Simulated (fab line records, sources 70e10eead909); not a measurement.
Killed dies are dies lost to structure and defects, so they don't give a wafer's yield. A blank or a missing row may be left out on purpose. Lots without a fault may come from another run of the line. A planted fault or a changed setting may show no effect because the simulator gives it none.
fab line records | flow nand_harc
record lots=13 wafers=39 last_day=25
route steps=1159 shown A_M0@1006 A_M1@1034 END@1159
lots that met no fault: from a run of the same line without faults
start_h: hours from the record's first day to the start of the lot's first wafer shown | wait_h: hours since the lot's step before | " the same as in the row above | L1.1+2: a row that stands for several wafers | - no value, or no start given | * or withheld: withheld | < > ~ a bound
route shown NAME@n: a module of which the file shows steps, and the number in the route of the first | usual: mean/standard deviation of fault-free wafers | same: alike in all rows | chamber/n: place in a boat | sites: the reading at each site | _std_site: their standard deviation | _edge_site: outer sites' mean less inner sites' | radius_mm: how far each site lies from the wafer's centre | mask NAME#n: copy n | behind: the tool/chamber that last shaped the wafer | hold: why the lot was held/for how many hours/how that ended | device: the transistor (n, p or np) that didn't switch | end of line: the same wafers' tests at the end of the route | a step without rows: its recipe alone | killed: dies lost to structure and defects at the first sort, not the wafer's yield | map: a wafer's dies, x killed, . not, _ none there
set.NAME: the setting as run; set.NAME@STEP: as run at that earlier step | model.NAME: the simulator's own value behind a step, which no gauge read
steps of the route over a sample of lots; a table a step, a row a wafer
services: from which hour (start_h, from the record's first day; less than 0 if before it) a tool's chamber was out of use, for how many hours, and why
## steps
# step NHARC_A_M0_INSPECT_11
# usual raw_defect_count=30/14
# columns lot.wafer tool chamber start_h wait_h raw_defect_count
L685.1 defect_inspect-01 - 394.49 0.0 12
L685.4 " - " " 10
L685.5 " - " " 12
L688.3 defect_inspect-01 - 400.47 0.0 16
L688.4 " - " " 9
L688.6 " - " " 18
L687.1 defect_inspect-02 - 401.79 0.0 21
L687.2 " - " " 17
L687.6 " - " " 20
L686.2 defect_inspect-01 - 402.97 0.0 33
L686.4 " - " " 49
L686.6 " - " " 42
L689.3 defect_inspect-02 - 406.14 0.0 9
L689.4 " - " " 5
L689.5 " - " " 9
L690.2 defect_inspect-01 - 421.30 0.0 30
L690.3 " - " " 41
L690.5 " - " " 34
L691.1 defect_inspect-01 - 424.80 0.0 17
L691.2 " - " " 9
L691.3 " - " " 13
L693.2 defect_inspect-01 - 442.06 0.0 51
L693.3 " - " " 36
L693.6 " - " " 42
L700.1 defect_inspect-02 - 495.41 0.0 31
L700.4 " - " " 33
L700.5 " - " " 26
L699.3 defect_inspect-01 - 498.40 0.0 28
L699.4 " - " " 30
L699.5 " - " " 56
L704.2 defect_inspect-01 - 515.28 0.0 54
L704.3 " - " " 82
L704.4 " - " " 70
L706.2 defect_inspect-01 - 523.68 0.0 34
L706.5 " - " " 28
L706.6 " - " " 41
L707.3 defect_inspect-02 - 541.77 0.0 37
L707.4 " - " " 44
L707.5 " - " " 49
# step NHARC_A_M0_PVD_21
# recipe target_thk_a=300 chamber_pressure_pa=5 power_w=5000 substrate_temp_c=30 time_s=20.49 material=Cu
# usual throttle_valve_pct=30.0/1.1
# columns lot.wafer tool chamber start_h wait_h throttle_valve_pct
L685.1 pvd_sputter-03 - - - 31.2
L685.4 " - " " 28.2
L685.5 " - " " 31.5
L688.4 pvd_sputter-01 - - - 29.9
L688.3 " - " " 30.1
L688.6 " - " " 29.8
L687.2 pvd_sputter-01 - - - 30.2
L687.1 " - " " 32.2
L687.6 " - " " 30.2
L686.4 pvd_sputter-03 - - - 30.8
L686.2 " - " " 29.1
L686.6 " - " " 30.4
L689.4 pvd_sputter-02 - - - 30.5
L689.3 " - " " 31.0
L689.5 " - " " 30.5
L690.3 pvd_sputter-02 - - - 28.9
L690.2 " - " " 31.1
L690.5 " - " " 28.9
L691.3 pvd_sputter-03 - - - 29.2
L691.2 " - " " 28.3
L691.1 " - " " 30.5
L693.2 pvd_sputter-02 - - - 30.4
L693.3 " - " " 28.8
L693.6 " - " " 30.4
L700.1 pvd_sputter-03 - - - 29.5
L700.4 " - " " 27.7
L700.5 " - " " 30.5
L699.4 pvd_sputter-01 - - - 29.7
L699.3 " - " " 32.1
L699.5 " - " " 28.6
L704.4 pvd_sputter-02 - - - 30.1
L704.2 " - " " 31.3
L704.3 " - " " 30.1
L706.2 pvd_sputter-03 - - - 27.7
L706.5 " - " " 30.6
L706.6 " - " " 29.3
L707.4 pvd_sputter-03 - - - 31.2
L707.3 " - " " 29.5
L707.5 " - " " 31.2
# step NHARC_A_M0_INSPECT_27
# usual raw_defect_count=444/130
# columns lot.wafer tool chamber start_h wait_h raw_defect_count
L685.1 defect_inspect-02 - 397.10 0.0 375
L685.4 " - " " 731
L685.5 " - " " 384
L688.3 defect_inspect-02 - 403.05 0.0 281
L688.4 " - " " 219
L688.6 " - " " 231
L687.1 defect_inspect-01 - 404.36 0.0 356
L687.2 " - " " 446
L687.6 " - " " 727
L686.2 defect_inspect-01 - 405.55 0.0 579
L686.4 " - " " 350
L686.6 " - " " 300
L689.3 defect_inspect-01 - 408.87 0.0 454
L689.4 " - " " 503
L689.5 " - " " 324
L690.2 defect_inspect-02 - 423.85 0.0 379
L690.3 " - " " 526
L690.5 " - " " 447
L691.1 defect_inspect-01 - 427.36 0.0 535
L691.2 " - " " 733
L691.3 " - " " 467
L693.2 defect_inspect-02 - 444.60 0.0 464
L693.3 " - " " 418
L693.6 " - " " 394
L700.1 defect_inspect-02 - 497.99 0.0 313
L700.4 " - " " 494
L700.5 " - " " 448
L699.3 defect_inspect-02 - 500.94 0.0 544
L699.4 " - " " 719
L699.5 " - " " 560
L704.2 defect_inspect-01 - 518.24 0.0 397
L704.3 " - " " 313
L704.4 " - " " 310
L706.2 defect_inspect-01 - 526.28 0.0 446
L706.5 " - " " 486
L706.6 " - " " 607
L707.3 defect_inspect-01 - 544.31 0.0 404
L707.4 " - " " 410
L707.5 " - " " 741
# step NHARC_A_M1_PEB_07
# recipe peb_temp_c=100 peb_time_s=65
# columns lot.wafer tool chamber start_h wait_h
L685.1+4+5 litho_track-04 0 398.41 0.1
L688.3+4+6 litho_track-04 0 404.33 0.0
L687.1+2+6 litho_track-04 0 405.56 0.1
L686.2+4+6 litho_track-06 0 406.76 0.1
L689.3+4+5 litho_track-04 0 410.17 0.0
L690.2+3+5 litho_track-01 0 425.47 0.1
L691.1+2+3 litho_track-06 0 428.65 0.1
L693.2+3+6 litho_track-06 0 445.92 0.1
L700.1+4+5 litho_track-06 0 499.31 0.1
L699.3+4+5 litho_track-06 0 502.26 0.0
L704.2+3+4 litho_track-04 0 520.25 0.1
L706.2+5+6 litho_track-01 0 528.80 0.1
L707.3+4+5 litho_track-01 0 545.50 0.0
# step NHARC_A_M1_CD_MEAS_09
# recipe target_cd_nm=120 landing_energy_ev=500
# usual cd_nm=120.0/0.58
# columns lot.wafer tool chamber start_h wait_h cd_nm
L685.1 cd_sem-01 0 398.49 - 120.4
L685.4 " 0 " " 120.7
L685.5 " 0 " " 120.5
L688.3 cd_sem-03 0 404.41 - 121.1
L688.4 " 0 " " 120.8
L688.6 " 0 " " 121.2
L687.1 cd_sem-02 0 405.64 - 120.5
L687.2 " 0 " " 121.2
L687.6 " 0 " " 121.3
L686.2 cd_sem-03 0 406.84 - 120.2
L686.4 " 0 " " 120.1
L686.6 " 0 " " 119.9
L689.3 cd_sem-01 0 410.25 - 119.8
L689.4 " 0 " " 119.6
L689.5 " 0 " " 119.5
L690.2 cd_sem-02 0 425.55 - 119.6
L690.3 " 0 " " 119.9
L690.5 " 0 " " 119.9
L691.1 cd_sem-02 0 428.74 - 120.2
L691.2 " 0 " " 120.1
L691.3 " 0 " " 120.0
L693.2 cd_sem-01 0 446.00 - 119.4
L693.3 " 0 " " 119.3
L693.6 " 0 " " 118.9
L700.1 cd_sem-02 0 499.39 - 126.9
L700.4 " 0 " " 126.6
L700.5 " 0 " " 126.2
L699.3 cd_sem-03 0 502.34 - 127.5
L699.4 " 0 " " 126.9
L699.5 " 0 " " 127.3
L704.2 cd_sem-02 0 520.33 - 120.3
L704.3 " 0 " " 120.3
L704.4 " 0 " " 120.3
L706.2 cd_sem-01 0 528.88 - 119.2
L706.5 " 0 " " 119.5
L706.6 " 0 " " 119.3
L707.3 cd_sem-02 0 545.58 - 120.5
L707.4 " 0 " " 120.0
L707.5 " 0 " " 120.4
# step NHARC_END_SORT_01
# recipe temp_c=25
# usual defect_limited_yield=95.6/1.7 killed_at_array=27/11 killed_at_other=0.7/0.93 killed_at_periphery=2.9/1.9 killed_dies=30/11 killed_open=3.1/1.7 killed_short=1.9/1.3 sort_bin_2_pct=1.4/0.68 sort_bin_3_pct=0.28/0.25 sort_bin_4_pct=2.8/1.1 sort_n_pass=647/11 sort_rim_yield_pct=95.4/2.7 sort_yield_pct=95.6/1.7
# same gross_dies=677 sort_bin_5_pct[%]=0 sort_bin_6_pct[%]=0 sort_bin_7_pct[%]=0 sort_bin_8_pct[%]=0 sort_rim_n_gross=106.00
# columns lot.wafer tool chamber start_h wait_h defect_limited_yield[%] killed_at_array killed_at_other killed_at_periphery killed_dies killed_open killed_short sort_bin_2_pct[%] sort_bin_3_pct[%] sort_bin_4_pct[%] sort_n_pass sort_rim_yield_pct[%] sort_yield_pct[%]
L699.3 prober-01 0 536.01 3.0 96.6 23 0 0 23 1 3 1.3 0 2.1 654 96.2 96.6
L699.4 prober-01 0 536.80 3.4 96.2 25 1 0 26 2 0 2.2 0 1.6 651 92.5 96.2
L699.5 prober-01 0 537.59 3.7 93.2 43 2 1 46 1 6 2.5 0.59 3.7 631 92.5 93.2
L704.2 prober-02 0 558.21 2.8 92.5 45 2 4 51 3 1 2.5 0.74 4.3 626 92.5 92.5
# killed by level:class
L699.3 A_CHANNEL_HOLE_D1:chamber_film_flake=14 A_WL_FILL:geometric_particle:short=2 A_ZERO_WELL:chamber_film_flake=2 A_CONTACT:chamber_film_flake=2 A_STAIRCASE:geometric_particle:short=1 A_CONTACT:geometric_particle:open=1 A_WL_FILL:chamber_film_flake=1
L699.4 A_CHANNEL_HOLE_D1:chamber_film_flake=18 A_CONTACT:chamber_film_flake=3 A_STAIRCASE:chamber_film_flake=2 A_WL_FILL:geometric_particle:open=1 A_CONTACT:geometric_particle:open=1 THIN_TSV:chamber_film_flake=1
L699.5 A_CHANNEL_HOLE_D1:chamber_film_flake=21 A_CONTACT:chamber_film_flake=12 A_WL_FILL:geometric_particle:short=2 THIN_TSV:chamber_film_flake=2 P_M0:geometric_particle:short=1 A_SOURCE_PLATE:geometric_particle:short=1 A_ONON_D1:geometric_particle:open=1 A_CHANNEL_FILL_D1:geometric_particle:short=1
L704.2 A_CHANNEL_HOLE_D1:chamber_film_flake=18 A_SLIT:chamber_film_flake=12 A_CONTACT:chamber_film_flake=5 A_WL_FILL:chamber_film_flake=3 A_STAIRCASE:chamber_film_flake=2 A_M1:chamber_film_flake=2 THIN_TSV:chamber_film_flake=2 P_M0:geometric_particle:short=1
## services
# columns tool chamber start_h hours kind
pvd_sputter-02 - 393.13 10.0 pm
pvd_sputter-01 - 441.71 2.4 repair
litho_track-01 - 443.00 7.0 pm
pvd_sputter-03 - 458.04 10.0 pm
litho_track-06 - 467.00 7.0 pm
litho_track-04 - 491.00 7.0 pm
pvd_sputter-03 - 506.48 1.1 repair
pvd_sputter-01 - 514.00 10.0 pm
## key
first_sign step=NHARC_A_M1_CD_MEAS_09 reading=cd_nm direction=up sigmas=12 usual=120.0 struck=126.9
effect none on later readings
met_at NHARC_A_M1_PEB_07
struck_lots L699,L700
not_acting_at NHARC_A_M0_INSPECT_11,NHARC_A_M0_PVD_21,NHARC_A_M0_INSPECT_27
onset_between 445.92 499.31
fault kind=process_parameter_drift tool=litho_track-06 chamber=- onset_h=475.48 steps=NHARC_A_M1_PEB_07 channel=peb_time_s offset=* shape=step end_h=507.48 acts_in=* stated=*
